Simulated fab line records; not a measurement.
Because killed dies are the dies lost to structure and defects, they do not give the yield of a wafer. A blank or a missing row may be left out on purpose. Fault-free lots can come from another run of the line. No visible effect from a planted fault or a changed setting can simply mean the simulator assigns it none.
Which tool did it? ; flow nand harc ; 30 wafers from 10 lots sampled at 6 of the route's 1159 steps

WHAT EACH GAUGE READ, for each wafer
NHARC_A_M1_CD_MEAS_09: target cd 120 nm. Usual: 119.9 nm for cd nm, sd 0.76.
lot;measured;on;cd nm (nm);flag
L729;day 18 04:48;cd sem-02;121.0 120.4 120.2;
L730;day 18 08:25;cd sem-03;121.2 121.3 120.5;
L733;day 19 08:52;cd sem-03;120.6 119.8 119.5;
L735;day 19 10:00;cd sem-03;119.6 120.2 119.3;
L737;day 20 08:20;cd sem-03;108.7 107.9 107.3;OFF
L741;day 21 18:26;cd sem-01;108.3 110.2 108.7;OFF
L744;day 22 11:10;cd sem-03;120.4 119.7 120.4;
L746;day 22 13:11;cd sem-02;119.3 120.2 121.6;
L743;day 22 13:28;cd sem-02;121.4 119.8 120.5;
L748;day 22 21:36;cd sem-01;119.5 119.6 119.7;

NHARC_END_SORT_01. Usual: defect limited yield 95.0 %, standard deviation 1.6; killed at array 30, standard deviation 10; killed at other 0.5, standard deviation 0.82; killed at periphery 2.9, standard deviation 2; killed dies 34, standard deviation 11; killed open 3.2, standard deviation 1.8; killed short 2.0, standard deviation 1.4; sort_bin_2_pct 1.5 %, standard deviation 0.68; sort_bin_3_pct 0.28 %, standard deviation 0.21; sort_bin_4_pct 3.1 %, standard deviation 0.97; sort_bin_6_pct 0.00 %, standard deviation 0.012; sort n pass 643, standard deviation 11; sort rim yield pct 94.6 %, standard deviation 2.9; sort yield pct 95.0 %, standard deviation 1.6.
lot;measured;on;defect limited yield (%);killed at array;killed at other;killed at periphery;killed dies;killed open;killed short;sort_bin_2_pct (%);sort_bin_3_pct (%);sort_bin_4_pct (%);sort_bin_6_pct (%);sort n pass;sort rim yield pct (%);sort yield pct (%);flag
L729;day 19 18:32;prober-01;95.0 95.1 95.3;32 31 29;0 0 0;2 2 3;34 33 32;1 2 2;2 4 5;1.6 1.2 1.5;0.44 0.30 0;3.0 3.4 3.2;0 0 0;643 644 645;95.3 96.2 90.6;95.0 95.1 95.3;
L730;day 20 03:16;prober-01;96.0 96.3 96.2;26 22 24;0 2 1;1 1 1;27 25 26;4 1 4;2 1 2;1.5 0.7 1.5;0.15 0.30 0;2.4 2.7 2.4;0 0 0;650 652 651;96.2 99.1 96.2;96.0 96.3 96.2;
L733;day 20 18:53;prober-01;95.3 95.3 96.9;29 30 18;0 0 0;3 2 3;32 32 21;4 2 1;1 3 0;1.3 1.0 0.7;0.59 0.30 0;2.8 3.4 2.4;0 0 0;645 645 656;99.1 94.3 98.1;95.3 95.3 96.9;
L735;day 21 02:38;prober-01;95.6 93.6 94.8;25 27 24;1 5 1;4 11 10;30 43 35;4 5 3;2 1 0;0.9 1.6 1.5;0.30 0.30 0.15;3.2 4.4 3.5;0 0.15 0;647 633 642;94.3 95.3 95.3;95.6 93.5 94.8;OFF
L737;day 21 22:35;prober-02;95.0 94.8 95.1;32 33 29;2 2 1;0 0 3;34 35 33;4 3 3;1 0 1;1.5 1.2 1.9;0.44 0.15 0.30;3.1 3.8 2.7;0 0 0;643 642 644;97.2 95.3 94.3;95.0 94.8 95.1;
L741;day 23 08:32;prober-01;96.9 97.0 96.2;18 16 19;1 0 1;2 4 6;21 20 26;1 5 3;1 2 3;1.3 1.0 1.0;0.15 0.30 0.30;1.6 1.6 2.5;0 0 0;656 657 651;94.3 97.2 95.3;96.9 97.0 96.2;
L744;day 23 23:53;prober-02;93.4 94.5 95.4;42 34 25;0 0 2;3 3 4;45 37 31;8 2 3;1 4 2;1.8 2.1 1.9;0.30 0.44 0.15;4.6 3.0 2.5;0 0 0;632 640 646;96.2 93.4 91.5;93.4 94.5 95.4;
L746;day 24 15:31;prober-02;93.6 94.1 93.6;37 36 40;0 0 1;6 4 2;43 40 43;5 2 6;3 2 2;1.9 1.8 1.6;0.44 0.30 1.03;4.0 3.8 3.7;0 0 0;634 637 634;86.8 94.3 93.4;93.6 94.1 93.6;
L743;day 24 07:23;prober-01;93.5 94.5 94.5;39 36 35;1 0 0;4 1 2;44 37 37;8 2 2;1 3 4;2.2 1.9 1.0;0 0.30 0.44;4.3 3.2 4.0;0 0 0;633 640 640;91.5 94.3 97.2;93.5 94.5 94.5;
L748;day 24 14:22;prober-01;92.0 91.3 93.4;49 50 43;0 0 0;5 9 2;54 59 45;6 4 3;4 1 1;2.8 2.5 2.1;0.74 0.44 0.59;4.4 5.8 4.0;0 0 0;623 618 632;90.6 90.6 89.6;92.0 91.3 93.4;

WHICH TOOL RAN EACH LOT (tool, then ch and the chambers of the sampled wafers, then the start)
lot;NHARC_A_M0_ETCH_34;NHARC_A_M0_STRIP_18;NHARC_A_M0_PVD_21;NHARC_A_M1_PEB_07
L729;rie diel-04 ch 0,1,2, day 18 00:53;rie diel-02 ch 0,2, day 18 01:12;pvd sputter-01, day 18 04:43 or earlier;litho track-04 ch 0, day 18 04:43
L730;rie diel-02 ch 0,1,3, day 18 03:38;rie diel-04 ch 0,2,3, day 18 03:56;pvd sputter-02, day 18 08:20 or earlier;litho track-06 ch 0, day 18 08:20
L733;rie diel-02 ch 0,1,3, day 19 04:53;rie diel-13 ch 0,3, day 19 05:10;pvd sputter-01, day 19 08:47 or earlier;litho track-04 ch 0, day 19 08:47
L735;rie diel-04 ch 0,1,3, day 19 06:11;rie diel-13 ch 0,3, day 19 06:28;pvd sputter-02, day 19 09:55 or earlier;litho track-06 ch 0, day 19 09:55
L737;rie diel-02 ch 0,2,3, day 20 04:24;rie diel-04 ch 1,2,3, day 20 04:42;pvd sputter-02, day 20 08:16 or earlier;litho track-06 ch 0, day 20 08:16
L741;rie diel-02 ch 1,2,3, day 21 14:46;rie diel-02 ch 0,2, day 21 15:05;pvd sputter-02, day 21 18:21 or earlier;litho track-06 ch 0, day 21 18:21
L744;rie diel-13 ch 0,1,3, day 22 07:25;rie diel-13 ch 0,1, day 22 07:42;pvd sputter-03, day 22 11:06 or earlier;litho track-01 ch 0, day 22 11:06
L746;rie diel-04 ch 1,2, day 22 09:23;rie diel-13 ch 1,2, day 22 09:42;pvd sputter-02, day 22 13:07 or earlier;litho track-01 ch 0, day 22 13:07
L743;rie diel-04 ch 0,1,3, day 22 09:32;rie diel-04 ch 0,1,3, day 22 09:53;pvd sputter-03, day 22 13:23 or earlier;litho track-01 ch 0, day 22 13:23
L748;rie diel-04 ch 0,1,2, day 22 17:37;rie diel-13 ch 0,1,2, day 22 17:58;pvd sputter-02, day 22 21:31 or earlier;litho track-01 ch 0, day 22 21:31
- NHARC_A_M0_ETCH_34: etches the open film in N2/H2, target depth 40 nm, overetch 12 nm, time 43.94 s.
- NHARC_A_M0_STRIP_18: strips in N2/H2.
- NHARC_A_M0_PVD_21: deposits Cu, target thk 30 nm, time 20.49 s.
- NHARC_A_M1_PEB_07: peb time 65 s.

WHAT THE TOOLS THEMSELVES READ (means of the sampled wafers that have a number; where no wafer has one, the mark that the record gives instead)
NHARC_A_M0_ETCH_34. Usual: bias w 150.1 W, standard deviation 0.39; drypump motor current A 5.7 A, standard deviation 0.37; n2 flow sccm 150.0 sccm, standard deviation 0.48; oes product au 1.003 a.u., standard deviation 0.0097; rf fwd power W 394.6 W, standard deviation 2.2; rf vpp V 431.7 V, standard deviation 2.6; showerhead plenum p Torr 2.09 Torr, standard deviation 0.086; throttle valve pct 14.171 %, standard deviation 0.0085.
lot;tool;bias w (W);drypump motor current A (A);n2 flow sccm (sccm);oes product au (a.u.);rf fwd power W (W);rf vpp V (V);showerhead plenum p Torr (Torr);throttle valve pct (%);flag
L729;rie diel-04;150.1;5.9;150.1;0.999;395.4;431.9;2.08;14.176;
L730;rie diel-02;150.0;5.4;149.7;1.005;395.1;432.2;2.11;14.171;
L733;rie diel-02;150.1;5.3;150.2;1.003;394.9;432.0;2.11;14.171;
L735;rie diel-04;150.0;5.7;150.3;1.012;395.5;432.9;2.14;14.172;
L737;rie diel-02;150.1;5.3;150.3;1.000;393.5;432.3;2.12;14.168;
L741;rie diel-02;150.2;5.4;150.2;0.998;392.9;432.8;2.12;14.171;
L744;rie diel-13;149.6;5.9;150.4;0.988;393.2;430.1;2.03;14.170;
L746;rie diel-04;150.2;5.9;149.8;1.010;392.6;429.3;2.03;14.169;
L743;rie diel-04;150.2;5.7;149.9;1.004;396.6;433.8;2.14;14.167;
L748;rie diel-04;150.0;5.9;150.0;1.004;394.3;431.7;2.08;14.172;

NHARC_A_M0_STRIP_18. Usual: drypump motor current A is 5.7 A with standard deviation 0.34, n2 flow sccm is 149.9 sccm with standard deviation 0.43, oes product au is 1.002 a.u. with standard deviation 0.012, rf fwd power W is 997 W with standard deviation 3.5, rf vpp V is 90.7 V with standard deviation 0.97, showerhead plenum p Torr is 2.06 Torr with standard deviation 0.1, and throttle valve pct is 14.171 % with standard deviation 0.0084.
lot;tool;drypump motor current A (A);n2 flow sccm (sccm);oes product au (a.u.);rf fwd power W (W);rf vpp V (V);showerhead plenum p Torr (Torr);throttle valve pct (%);flag
L729;rie diel-02;5.6;149.9;0.990;998;91.6;2.12;14.172;
L730;rie diel-04;5.8;149.9;1.008;996;90.9;2.07;14.172;
L733;rie diel-13;5.9;150.3;1.001;998;90.9;2.02;14.184;
L735;rie diel-13;5.9;150.1;0.998;998;90.0;2.02;14.169;
L737;rie diel-04;5.7;150.1;0.991;998;90.4;2.09;14.173;
L741;rie diel-02;5.6;150.6;0.985;997;91.2;2.12;14.182;
L744;rie diel-13;5.9;150.0;0.997;994;90.1;1.97;14.169;
L746;rie diel-13;6.0;149.8;1.016;997;90.6;1.97;14.164;
L743;rie diel-04;5.7;149.9;0.999;999;91.0;2.14;14.168;
L748;rie diel-13;5.9;149.9;1.005;993;90.4;1.97;14.166;

NHARC_A_M0_PVD_21. Usual: chamber pressure pa 5.000 Pa, standard deviation 0.011; throttle valve pct 29.6 %, standard deviation 1.3.
lot;tool;chamber pressure pa (Pa);throttle valve pct (%);flag
L729;pvd sputter-01;5.006;29.6;
L730;pvd sputter-02;5.000;29.0;
L733;pvd sputter-01;4.995;29.0;
L735;pvd sputter-02;5.001;29.0;
L737;pvd sputter-02;4.997;30.6;
L741;pvd sputter-02;5.005;29.8;
L744;pvd sputter-03;5.003;29.2;
L746;pvd sputter-02;4.995;30.5;
L743;pvd sputter-03;5.005;28.0;
L748;pvd sputter-02;4.996;30.3;

NHARC_A_M1_PEB_07. Usual: heater power total W 156.6 W, standard deviation 0.43; plate temp C 100.01 C, standard deviation 0.13.
lot;tool;heater power total W (W);plate temp C (C);flag
L729;litho track-04;156.5;100.05;
L730;litho track-06;156.7;100.13;
L733;litho track-04;156.3;99.99;
L735;litho track-06;156.9;100.10;
L737;litho track-06;150.4;96.99;OFF
L741;litho track-06;150.4;97.08;OFF
L744;litho track-01;156.8;100.01;
L746;litho track-01;156.5;99.95;
L743;litho track-01;156.3;100.14;
L748;litho track-01;156.9;99.99;

THE ANSWER, worked out from the rows above alone
Rule: lot off if the mean of its wafers having a number is beyond 3 standard deviations from the usual mean. Also off: a lot with no number at a reading for which 4 or more lots have one. All remaining lots with rows at the step are treated as sound. The gauges are gone through in route order, then the tools' own readings, and for those a lot's mean is taken as printed above. At the first step where some lot is off, the reading lying furthest off is the one used; lots without a number count as furthest.
Off: L737, L741, at NHARC_A_M1_CD_MEAS_09 (cd nm).
If a tool, at a process step before that reading, ran all the lots that are off and no sound lot after the first of them, it fits. Not tried: the gauges at NHARC_A_M1_CD_MEAS_09; whatever is off there is also off at NHARC_A_M1_PEB_07, on other tools, and gauge error can't account for it. Because NHARC_A_M0_PVD_21 lacks a start for some lots, the hours and order of its lots are taken from NHARC_A_M1_PEB_07. This does not decide it: 2 tools fit, namely rie diel-02 at NHARC_A_M0_ETCH_34 and litho track-06 at NHARC_A_M1_PEB_07.

WHAT THE SIMULATOR HAD PUT IN
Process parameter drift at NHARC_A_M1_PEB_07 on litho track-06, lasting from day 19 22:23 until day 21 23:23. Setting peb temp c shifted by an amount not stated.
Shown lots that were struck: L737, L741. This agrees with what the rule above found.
